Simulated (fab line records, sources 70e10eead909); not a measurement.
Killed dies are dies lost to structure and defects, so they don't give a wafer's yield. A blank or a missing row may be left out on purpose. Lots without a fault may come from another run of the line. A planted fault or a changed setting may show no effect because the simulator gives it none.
Which tool did it? | flow nand_harc | 12 lots, 36 wafers sampled, at 6 steps of a route of 1159

WHAT THE GAUGES READ, wafer by wafer
NHARC_A_CONTACT_OVL_MEAS_09. Usual: overlay_x_nm 0.0 nm, standard deviation 0.94; overlay_y_nm -0.1 nm, standard deviation 0.77.
lot  | measured     | on         | overlay_x_nm (nm) | overlay_y_nm (nm) | flag
L129 | day 17 05:29 | overlay-02 | -0.2 0.4 1.1      | -0.1 0.1 -0.2     |
L130 | day 17 16:31 | overlay-01 | -0.8 -1.9 -1.3    | 1.1 0.8 0.8       |
L132 | day 18 15:28 | overlay-01 | -1.5 -1.7 -2.2    | -1.7 -2.4 -2.0    |
L134 | day 18 20:25 | overlay-02 | 0.8 0.5 0.5       | -1.1 -0.4 -0.9    |
L135 | day 18 23:26 | overlay-01 | -0.4 -0.3 -0.3    | -0.5 -0.4 -1.0    |
L138 | day 19 11:25 | overlay-01 | -0.4 -0.3 -0.7    | -0.2 -0.5 -0.2    |
L139 | day 20 09:24 | overlay-01 | -0.6 -1.1 -0.4    | 0.0 0.5 0.3       |
L137 | day 20 10:38 | overlay-01 | 2.5 3.0 2.0       | 0.8 0.5 1.0       |
L140 | day 20 15:36 | overlay-02 | 0.9 0.8 0.5       | 1.3 1.7 1.5       |
L141 | day 20 15:55 | overlay-01 | 1.2 1.2 1.2       | 0.0 0.5 0.0       |
L143 | day 21 00:16 | overlay-01 | 1.5 0.9 0.9       | -0.2 -0.4 -0.9    |
L142 | day 21 04:37 | overlay-01 | -0.2 -0.6 -0.9    | 0.4 0.1 -0.2      |

NHARC_A_BLC_CD_MEAS_10: target cd 100 nm. Usual: cd_nm 99.8 nm, standard deviation 0.94.
lot  | measured     | on        | cd_nm (nm)        | flag
L129 | day 17 18:34 | cd_sem-02 | 99.6 100.4 100.6  |
L130 | day 18 02:38 | cd_sem-02 | 101.0 100.2 100.8 |
L132 | day 19 00:29 | cd_sem-01 | 99.5 99.7 100.1   |
L134 | day 19 01:47 | cd_sem-03 | 98.9 100.2 99.6   |
L135 | day 19 04:44 | cd_sem-02 | 101.2 101.3 100.5 |
L138 | day 19 18:12 | cd_sem-02 | 98.4 99.5 99.4    |
L139 | day 20 15:13 | cd_sem-02 | 99.8 100.1 99.3   |
L137 | day 20 15:56 | cd_sem-02 | 100.2 99.4 100.1  |
L140 | day 20 23:41 | cd_sem-01 | 99.9 100.3 100.6  |
L141 | day 21 00:20 | cd_sem-03 | 99.9 98.6 100.1   |
L143 | day 21 15:40 | cd_sem-01 | 108.2 108.7 107.7 | OFF
L142 | day 22 02:46 | cd_sem-03 | 105.6 107.7 106.2 | OFF

NHARC_A_BLC_OVL_MEAS_11. Usual: overlay_x_nm 0.2 nm, standard deviation 0.98; overlay_y_nm 0.0 nm, standard deviation 0.84.
lot  | measured     | on         | overlay_x_nm (nm) | overlay_y_nm (nm) | flag
L129 | day 17 18:40 | overlay-01 | 0.7 0.8 1.0       | -0.7 0.0 -0.4     |
L130 | day 18 02:44 | overlay-01 | -1.0 -1.0 -0.3    | 0.5 0.5 0.5       |
L132 | day 19 00:34 | overlay-01 | 1.7 1.3 0.8       | -0.5 0.1 -0.1     |
L134 | day 19 01:52 | overlay-01 | -0.7 -1.0 -0.8    | 0.8 0.6 0.4       |
L135 | day 19 04:50 | overlay-01 | -0.5 -1.0 -0.6    | -1.4 -1.4 -1.3    |
L138 | day 19 18:18 | overlay-02 | -0.8 -1.3 -1.5    | 0.5 0.6 0.9       |
L139 | day 20 15:18 | overlay-01 | -1.1 -1.3 -0.8    | 1.7 1.5 1.4       |
L137 | day 20 16:01 | overlay-02 | -1.9 -2.0 -2.3    | 1.4 0.8 0.8       |
L140 | day 20 23:46 | overlay-01 | 0.5 0.8 1.0       | -1.5 -1.2 -1.4    |
L141 | day 21 00:26 | overlay-02 | 1.1 1.7 1.4       | 0.6 0.4 -0.1      |
L143 | day 21 15:45 | overlay-01 | 0.4 1.0 1.2       | -1.1 -1.0 -0.6    |
L142 | day 22 02:51 | overlay-01 | 1.7 1.6 2.0       | 0.2 0.3 0.0       |

NHARC_END_SORT_01. Usual: killed_at_array 30, standard deviation 10; killed_at_other 0.5, standard deviation 0.82; killed_at_periphery 2.9, standard deviation 2; killed_dies 34, standard deviation 11; killed_open 3.2, standard deviation 1.8; killed_short 2.0, standard deviation 1.4.
lot  | measured     | on        | killed_at_array | killed_at_other | killed_at_periphery | killed_dies | killed_open | killed_short | flag
L143 | day 23 23:53 | prober-02 | 41 36 30        | 0 0 1           | 3 3 4               | 44 39 35    | 7 2 3       | 1 4 2        |
L142 | day 24 08:58 | prober-01 | 41 38           | 0 0             | 1 2                 | 42 40       | 2 2         | 3 4          |

WHICH TOOL RAN EACH LOT (tool, then ch and the chambers of the sampled wafers, then the start)
lot  | NHARC_A_CONTACT_ETCH_110           | NHARC_A_BLC_EXPOSE_07
L129 | rie_diel-10 ch 1,2,3, day 17 08:12 | arfi_scanner-01 ch 0, day 17 18:26
L130 | rie_diel-07 ch 0,1,3, day 17 19:30 | arfi_scanner-01 ch 0, day 18 02:31
L132 | rie_diel-09 ch 2,3, day 18 18:13   | arfi_scanner-02 ch 0, day 19 00:21
L134 | rie_diel-07 ch 0,2, day 18 23:07   | arfi_scanner-03 ch 0, day 19 01:38
L135 | rie_diel-07 ch 1,2, day 19 02:08   | arfi_scanner-03 ch 0, day 19 04:36
L138 | rie_diel-09 ch 0,1,2, day 19 14:06 | arfi_scanner-02 ch 0, day 19 18:04
L139 | rie_diel-09 ch 0,1,2, day 20 12:32 | arfi_scanner-01 ch 0, day 20 15:04
L137 | rie_diel-07 ch 0,3, day 20 13:24   | arfi_scanner-01 ch 0, day 20 15:48
L140 | rie_diel-07 ch 1,3, day 20 19:14   | arfi_scanner-03 ch 0, day 20 23:33
L141 | rie_diel-10 ch 0,3, day 20 19:52   | arfi_scanner-03 ch 0, day 21 00:12
L143 | rie_diel-10 ch 0,2, day 21 03:29   | arfi_scanner-03 ch 0, day 21 15:31
L142 | rie_diel-10 ch 1,2,3, day 21 14:04 | arfi_scanner-03 ch 0, day 22 02:38
- NHARC_A_CONTACT_ETCH_110: etches the open film in CF4/O2, target depth 50 nm, overetch 5 nm, time 27.5 s.
- NHARC_A_BLC_EXPOSE_07: exposes mask A BLC, target cd 100 nm.

WHAT THE TOOLS THEMSELVES READ (means of the sampled wafers that have a number; where no wafer has one, the mark that the record gives instead)
NHARC_A_CONTACT_ETCH_110. Usual: drypump_motor_current_A 5.9 A, standard deviation 0.43; oes_f_703_au 1.001 a.u., standard deviation 0.0048; oes_product_au 1.000 a.u., standard deviation 0.014; rf_vpp_V 198.1 V, standard deviation 1.3; showerhead_plenum_p_Torr 1.35 Torr, standard deviation 0.053; throttle_valve_pct 13.397 %, standard deviation 0.0086.
lot  | tool        | drypump_motor_current_A (A) | oes_f_703_au (a.u.) | oes_product_au (a.u.) | rf_vpp_V (V) | showerhead_plenum_p_Torr (Torr) | throttle_valve_pct (%) | flag
L129 | rie_diel-10 | 5.8                         | 1.001               | 0.992                 | 198.8        | 1.40                            | 13.400                 |
L130 | rie_diel-07 | 6.2                         | 1.005               | 0.987                 | 197.2        | 1.35                            | 13.402                 |
L132 | rie_diel-09 | 5.5                         | 0.997               | 0.994                 | 198.8        | 1.41                            | 13.389                 |
L134 | rie_diel-07 | 6.0                         | 1.001               | 1.000                 | 197.7        | 1.35                            | 13.397                 |
L135 | rie_diel-07 | 6.0                         | 1.004               | 1.010                 | 196.2        | 1.29                            | 13.394                 |
L138 | rie_diel-09 | 5.8                         | 1.001               | 0.980                 | 198.0        | 1.37                            | 13.400                 |
L139 | rie_diel-09 | 5.8                         | 0.999               | 0.988                 | 198.7        | 1.37                            | 13.399                 |
L137 | rie_diel-07 | 6.1                         | 1.000               | 0.993                 | 197.9        | 1.36                            | 13.393                 |
L140 | rie_diel-07 | 6.1                         | 1.003               | 1.012                 | 198.2        | 1.31                            | 13.409                 |
L141 | rie_diel-10 | 5.7                         | 0.998               | 0.987                 | 198.3        | 1.34                            | 13.399                 |
L143 | rie_diel-10 | 6.4                         | 1.004               | 1.007                 | 198.7        | 1.38                            | 13.392                 |
L142 | rie_diel-10 | 5.8                         | 1.001               | 0.991                 | 199.6        | 1.39                            | 13.392                 |

NHARC_A_BLC_EXPOSE_07. Usual: exposure_dose_mJ_cm2 67.96, standard deviation 0.066; focus_offset_nm -0.1 nm, standard deviation 0.53.
lot  | tool            | exposure_dose_mJ_cm2 | focus_offset_nm (nm) | flag
L129 | arfi_scanner-01 | 67.95                | -0.4                 |
L130 | arfi_scanner-01 | 67.90                | -0.4                 |
L132 | arfi_scanner-02 | 67.97                | 0.4                  |
L134 | arfi_scanner-03 | 67.93                | 0.6                  |
L135 | arfi_scanner-03 | 67.97                | -0.6                 |
L138 | arfi_scanner-02 | 67.92                | 0.5                  |
L139 | arfi_scanner-01 | 67.94                | -0.2                 |
L137 | arfi_scanner-01 | 68.01                | -0.2                 |
L140 | arfi_scanner-03 | 67.99                | -0.2                 |
L141 | arfi_scanner-03 | 67.96                | 0.6                  |
L143 | arfi_scanner-03 | 79.19                | 0.3                  | OFF
L142 | arfi_scanner-03 | 76.80                | 0.1                  | OFF

THE ANSWER, worked out from the rows above alone
Rule: a lot is off if the mean of its wafers that have a number lies more than 3 standard deviations from the usual mean. A lot without any number at a reading at which 4 lots or more have one is off too. The other lots that the step has rows for count as sound. The gauges are gone through in route order, then the tools' own readings, and for those a lot's mean is taken as printed above. The first step at which some lot is off is used, and at that step the reading that is off furthest; a lot without a number counts as furthest.
Off: L143, L142, at NHARC_A_BLC_CD_MEAS_10 (cd_nm).
A tool fits if, at a process step before that reading, it ran every lot that is off, and no sound lot after the first of them. The gauges at NHARC_A_BLC_CD_MEAS_10 aren't tried: what is off there is off at NHARC_A_BLC_EXPOSE_07 too, on other tools, and a gauge's error can't cause that. Can't be told from this: 2 tools fit, rie_diel-10 at NHARC_A_CONTACT_ETCH_110, arfi_scanner-03 at NHARC_A_BLC_EXPOSE_07.

WHAT THE SIMULATOR HAD PUT IN
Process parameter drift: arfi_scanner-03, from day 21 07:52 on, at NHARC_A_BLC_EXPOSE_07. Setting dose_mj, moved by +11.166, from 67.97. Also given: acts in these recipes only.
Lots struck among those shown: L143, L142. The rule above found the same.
